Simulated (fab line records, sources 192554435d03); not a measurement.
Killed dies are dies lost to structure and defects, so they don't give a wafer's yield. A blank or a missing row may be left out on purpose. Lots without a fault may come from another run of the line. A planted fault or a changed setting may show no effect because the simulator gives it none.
Chamber matching | flow n5_finfet | N5_BEOL_M15_ETCH_59 on rie_diel-02: 4 sister chambers
The step etches BARC in N2/H2, target depth 89 nm, overetch 26.7 nm, time 67.9 s. 22 wafers are shown with their chamber, then 11 later ones without.

WAFERS WITH THEIR CHAMBER
wafer  | chamber | showerhead_plenum_p_Torr (Torr) | throttle_valve_pct (%) | oes_product_au (a.u.)
L074.1 | 3       | 2.39                            | 17.75                  | 0.61
L074.2 | 1       | 2.42                            | 17.91                  | 0.64
L074.3 | 2       | 2.62                            | 17.84                  | 0.62
L074.4 | 3       | 2.39                            | 17.75                  | 0.61
L074.5 | 2       | 2.62                            | 17.84                  | 0.61
L074.6 | 1       | 2.42                            | 17.91                  | 0.64
L078.1 | 3       | 2.38                            | 17.73                  | 0.61
L078.4 | 2       | 2.62                            | 17.85                  | 0.61
L078.5 | 1       | 2.42                            | 17.93                  | 0.63
L081.2 | 0       | 2.60                            | 17.24                  | 0.79
L081.3 | 1       | 2.42                            | 17.94                  | 0.63
L081.4 | 2       | 2.61                            | 17.85                  | 0.61
L082.3 | 1       | 2.42                            | 17.92                  | 0.63
L082.5 | 3       | 2.38                            | 17.76                  | 0.60
L082.6 | 0       | 2.60                            | 17.24                  | 0.78
L083.1 | 1       | 2.41                            | 17.97                  | 0.62
L083.2 | 3       | 2.38                            | 17.77                  | 0.60
L083.3 | 2       | 2.61                            | 17.86                  | 0.60
L083.4 | 1       | 2.41                            | 17.95                  | 0.62
L083.5 | 3       | 2.38                            | 17.79                  | 0.60
L083.6 | 2       | 2.61                            | 17.87                  | 0.60
L084.1 | 3       | 2.37                            | 17.79                  | 0.59

SIGNATURES (means of the wafers above)
reading                  | chamber 0 | chamber 1 | chamber 2 | chamber 3 | scatter within a chamber
showerhead_plenum_p_Torr | 2.6000    | 2.4171    | 2.6150    | 2.3814    | 0.00567
throttle_valve_pct       | 17.2400   | 17.9329   | 17.8517   | 17.7629   | 0.0191
oes_product_au           | 0.7850    | 0.6300    | 0.6083    | 0.6029    | 0.00773
Rule: a wafer's distance from a chamber is the root of the sum, over the readings, of the square of ((its reading less the chamber's mean) divided by the reading's scatter). The wafer belongs to the nearest chamber; if the next one is less than 2 further off, it can't be placed. The scatter: the root of (the sum of the squares of (reading less its chamber's mean) over the shown wafers, divided by (wafers less chambers)).

WAFERS WITHOUT THEIR CHAMBER
wafer  | showerhead_plenum_p_Torr (Torr) | throttle_valve_pct (%) | oes_product_au (a.u.)
L084.2 | 2.41                            | 17.95                  | 0.62
L084.3 | 2.61                            | 17.89                  | 0.60
L084.4 | 2.41                            | 17.95                  | 0.62
L084.5 | 2.37                            | 17.79                  | 0.59
L084.6 | 2.61                            | 17.89                  | 0.60
L088.1 | 2.61                            | 17.88                  | 0.59
L088.3 | 2.37                            | 17.80                  | 0.59
L088.6 | 2.61                            | 17.89                  | 0.59
L089.2 | 2.41                            | 17.98                  | 0.61
L089.3 | 2.60                            | 17.89                  | 0.59
L089.5 | 2.60                            | 17.92                  | 0.59

WHICH CHAMBER EACH WENT THROUGH
wafer  | from the rows above | in truth
L084.2 | 1                   | 1
L084.3 | 2                   | 2
L084.4 | 1                   | 1
L084.5 | 3                   | 3
L084.6 | 2                   | 2
L088.1 | 2                   | 2
L088.3 | 3                   | 3
L088.6 | 2                   | 2
L089.2 | 1                   | 1
L089.3 | 2                   | 2
L089.5 | 2                   | 2
Placed correctly: 11 of 11. Can't be placed from these rows: 0. Placed wrongly: 0.
